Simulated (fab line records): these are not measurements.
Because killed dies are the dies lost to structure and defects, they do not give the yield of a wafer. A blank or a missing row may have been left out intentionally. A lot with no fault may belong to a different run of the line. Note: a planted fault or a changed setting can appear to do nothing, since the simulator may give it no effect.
A struck lot beside a sound one :: flow nandHarc :: 14 out of 1302 route steps
Sound: these wafers, L665.3, L665.4, L665.6. Struck: wafers L661.1, L661.4, L661.6. At the end, the cause is stated.
Each step with rows lists, per side, the tool, then ch with its chambers, then its first start. Under that, the readings that differ: sound wafers :: struck wafers :: difference of the means :: sigmas: that difference in standard deviations of wafers without a fault.
alike: readings whose means differ by less than 2 such deviations, and words and numbers that are the same on both sides. not compared: withheld readings, readings that some wafer has no value for, bounds like >300 that may hide the same value, and numbers for which the record gives no deviation and whose values overlap.
Wherever a step has rows on one side only, a row that says differs or no value, or a row with sigmas, the two part there. Numbers that have no deviation but don't overlap get no sigmas and don't part them. Lack of a reading on every wafer of one side parts them only where that side has two or more wafers.

first, 1 step without rows for these wafers: NHARC_P_M0_PRE_CLEAN_29 (time 30 s).
NHARC_P_M0_PVD_20: deposits TaN, target thk 5 nm, time 8.06 s.
  sound on pvdSputter-01; struck on pvdSputter-03
  alike: throttleValvePct
NHARC_P_M0_PVD_21: deposits Cu, target thk 30 nm, time 20.49 s.
  sound on pvdSputter-01; struck on pvdSputter-03
  alike: throttleValvePct
then, 2 steps without rows for these wafers: NHARC_P_M0_ECD_22 (material Cu, target thk 400 nm); NHARC_P_M0_ANNEAL_30 (time 90 s).
NHARC_P_M0_CMP_23: polishes, t overpolish 20 s, target thk 117.54 nm.
  sound on cmp-03 ch 0,2,3, day 13 16:05; struck on cmp-01 ch 1,2,3, day 12 12:25
  alike: motorCurrentA, timeToEndpointS
NHARC_P_M0_THK_MEAS_24: measures by xrf.
  struck on filmMetro-02, day 12 12:43; sound on filmMetro-01, day 13 16:20
  alike: thkNm
next, for these wafers, 1 step has no rows: NHARC_P_M0_SRD_25.
NHARC_P_M0_INSPECT_27:
  struck on defectInspect-02, day 12 12:53; sound on defectInspect-01, day 13 16:30
reading: rawDefectCount
sound: 656 537 353
struck: 199 134 172
difference: -347
sigmas: -3
NHARC_P_M0_PRE_CLEAN_31: time 12 s.
  sound on pecvd-01 ch 0,1,2, day 13 16:34; struck on pecvd-01 ch 0,1, day 12 12:58
  alike: heaterPowerW, rfFwdPowerW, susceptorTempC
NHARC_P_M0_DEP_32: deposits SiCN, target thk 30 nm.
  sound on pecvd-01 ch 0,1,2, day 13 16:38; struck on pecvd-01 ch 0,1, day 12 13:04
  alike: chamberPressureTorr, heaterPowerOuterW, heaterPowerW, rfFwdPowerW, susceptorTempC
NHARC_P_M1_DEP_00: deposits SiOC, target thk 182.5 nm.
  sound on pecvd-01 ch 0,1, day 13 17:07; struck on pecvd-01 ch 0,2, day 12 13:31
  no value came back on the struck wafers for chamberPressureTorr (Torr), rfFwdPowerW (W); on the sound wafers chamberPressureTorr (Torr) reads 4.993 5.011 5.008
then, 1 step without rows for these wafers: NHARC_P_M1_DEHYDRATE_01 (time 120 s).
-- record jumps: 19 days between struck wafers' starts before vs after; left off in module P_M1, resumes in module END, first step shown is number 1302 of the route --
NHARC_END_SORT_01:
  at this point the record logs the struck wafers (prober-01 ch 0, day 31 12:39) and has no rows for the sound ones

== WHERE THEY PART ==
At NHARC_P_M0_INSPECT_27 first; at NHARC_END_SORT_01 last (within this record only).

WHY: the cause the simulator had injected
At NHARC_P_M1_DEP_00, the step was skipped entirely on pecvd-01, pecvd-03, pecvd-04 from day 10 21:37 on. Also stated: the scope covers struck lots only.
